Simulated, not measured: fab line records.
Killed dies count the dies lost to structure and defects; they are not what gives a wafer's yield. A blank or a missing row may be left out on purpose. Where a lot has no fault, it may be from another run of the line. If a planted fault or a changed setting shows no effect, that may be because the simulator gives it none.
Chamber matching ; flow n5 finfet ; 4 sister chambers for N5_WELL_APT_DESCUM_30 on rie diel-03
The step chemistry O2, time 7.9 s. 4 wafers are shown with their chamber, then 9 later ones without.

WAFERS, EACH WITH ITS CHAMBER
wafer;chamber;throttle valve pct (%)
L081.3;1;20.65
L081.5;2;20.74
L083.5;0;20.84
L083.6;3;20.31

WAFERS WITH NO CHAMBER GIVEN
wafer;throttle valve pct (%)
L088.2;20.87
L088.3;20.33
L088.5;20.33
L090.3;20.87
L090.4;20.88
L090.6;20.35
L096.2;20.46
L096.3;20.35
L096.4;20.46

CHAMBER TAKEN BY EACH
wafer;from the rows above;in truth
L088.2;can't be placed: 0 or 2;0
L088.3;3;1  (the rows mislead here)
L088.5;3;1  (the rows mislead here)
L090.3;can't be placed: 0 or 2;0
L090.4;can't be placed: 0 or 2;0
L090.6;3;3
L096.2;can't be placed: 3 or 1 or 2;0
L096.3;3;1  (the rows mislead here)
L096.4;can't be placed: 3 or 1 or 2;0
1 of 9 placed correctly. From these rows, 5 cannot be placed; in 3 the true chamber is one of the candidates. 3 placed wrongly.
How it was worked out, from the rows above alone: a wafer's distance from a chamber is the root of the sum, over the readings, of the square of ((its reading less the chamber's mean) divided by the reading's scatter). If the next closest chamber is less than 2 further off than the closest, the wafer can't be placed; otherwise it belongs to the closest. The mean given for a chamber averages the wafers shown for that chamber. The scatter: with one shown wafer a chamber, the root of the mean of the squares of how far each hidden wafer lies from its nearest shown one.
